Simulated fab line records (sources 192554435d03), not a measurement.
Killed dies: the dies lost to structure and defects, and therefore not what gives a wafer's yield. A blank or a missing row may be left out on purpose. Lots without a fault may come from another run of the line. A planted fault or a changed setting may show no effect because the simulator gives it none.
Chamber matching -- flow n5-finfet -- N5_MOL_CONTACT_COAG_ETCHBACK_135 on rie-diel-03 has 4 sister chambers
The step etches SiO2 in CHF3, target depth 25 nm, time 16.7 s. 4 wafers are shown with their chamber, then 8 later ones without.

== WAFERS, EACH WITH ITS CHAMBER ==
wafer,chamber,drypump-motor-current-A (A)
L079.2,1,6.1
L082.1,2,5.6
L082.6,3,6.0
L083.2,0,5.4

== WAFERS MISSING THEIR CHAMBER ==
wafer,drypump-motor-current-A (A)
L083.4,6.2
L083.6,5.6
L087.2,5.6
L087.5,5.6
L087.6,6.0
L096.1,5.4
L096.5,5.6
L096.6,5.4

== WHICH CHAMBER EACH ONE RAN IN ==
wafer,from the rows above,in truth
L083.4,1,1
L083.6,2,2
L087.2,2,2
L087.5,2,2
L087.6,3,3
L096.1,0,0
L096.5,2,2
L096.6,0,0
8 of 8 placed correctly. Not placeable from these rows: 0. Number placed wrongly: 0.
How it was worked out, from the rows above alone: a wafer's distance from a chamber is the root of the sum, over the readings, of the square of ((its reading less the chamber's mean) divided by the reading's scatter). If the next closest chamber is less than 2 further off than the closest, the wafer can't be placed; otherwise it belongs to the closest. Each chamber's mean is taken over the wafers shown for it. The scatter: with one shown wafer a chamber, the root of the mean of the squares of how far each hidden wafer lies from its nearest shown one.
